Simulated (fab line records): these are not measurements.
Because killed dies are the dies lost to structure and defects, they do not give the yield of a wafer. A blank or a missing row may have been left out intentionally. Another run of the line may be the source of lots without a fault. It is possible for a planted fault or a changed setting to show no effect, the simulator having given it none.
Matching of chambers | flow n5 finfet | N5_BEOL_M10_CURE_72 on uv cure-02: 3 sister chambers
The step cures SiCOH lowk, time 120 s. 18 wafers are shown with their chamber, then 9 later ones without.

== WAFERS WITH THEIR CHAMBER ==
wafer  | chamber | wafer_temp_C_max | lamp power pct (%)
L074.1 | 2       | 370.6            | 52.28
L074.4 | 2       | 370.7            | 52.28
L074.6 | 2       | 370.8            | 52.20
L082.2 | 2       | 371.0            | 52.31
L082.3 | 2       | 371.3            | 52.25
L082.4 | 2       | 371.2            | 52.28
L083.1 | 2       | 371.4            | 52.34
L083.5 | 2       | 370.8            | 52.22
L083.6 | 2       | 371.4            | 52.34
L085.1 | 1       | 371.0            | 52.33
L085.3 | 1       | 371.6            | 52.28
L085.5 | 1       | 371.9            | 52.29
L087.2 | 2       | 370.6            | 52.51
L087.5 | 2       | 370.7            | 52.33
L087.6 | 2       | 370.3            | 52.28
L089.1 | 0       | 371.7            | 52.32
L089.4 | 0       | 371.3            | 52.30
L089.6 | 0       | 371.0            | 52.26

SIGNATURES, as means of the wafers listed above
reading          | chamber 0 | chamber 1 | chamber 2 | scatter within a chamber
wafer_temp_C_max | 371.333   | 371.500   | 370.900   | 0.371
lamp power pct   | 52.2933   | 52.3000   | 52.3017   | 0.0693
Rule: for a wafer and a chamber, the distance is found by dividing, reading by reading, the gap between the wafer's reading and the chamber's mean by the reading's scatter, squaring, summing and taking the root. The wafer belongs to the nearest chamber; if the next one is less than 2 further off, it can't be placed. The scatter: take each reading less its chamber's mean, square it, sum over the shown wafers, divide by the number of wafers less the number of chambers, and take the root.

== WAFERS MISSING THEIR CHAMBER ==
wafer  | wafer_temp_C_max | lamp power pct (%)
L092.1 | 370.9            | 52.36
L092.2 | 370.5            | 52.27
L092.5 | 371.4            | 52.21
L097.2 | 371.2            | 52.29
L097.3 | 371.5            | 52.36
L097.6 | 371.1            | 52.28
L096.4 | 372.0            | 52.31
L096.5 | 371.0            | 52.34
L096.6 | 372.0            | 52.35

== THE CHAMBER EACH PASSED THROUGH ==
wafer  | from the rows above          | in truth
L092.1 | can't be placed: 2 or 0 or 1 | 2
L092.2 | can't be placed: 2 or 0 or 1 | 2
L092.5 | can't be placed: 0 or 1 or 2 | 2
L097.2 | can't be placed: 0 or 1 or 2 | 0
L097.3 | can't be placed: 1 or 0 or 2 | 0
L097.6 | can't be placed: 2 or 0 or 1 | 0
L096.4 | can't be placed: 1 or 0 or 2 | 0
L096.5 | can't be placed: 2 or 0 or 1 | 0
L096.6 | can't be placed: 1 or 0 or 2 | 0
Placed correctly: 0 of 9. Can't be placed from these rows: 9 (the true chamber is among the candidates in 9). Wrongly placed: 0.
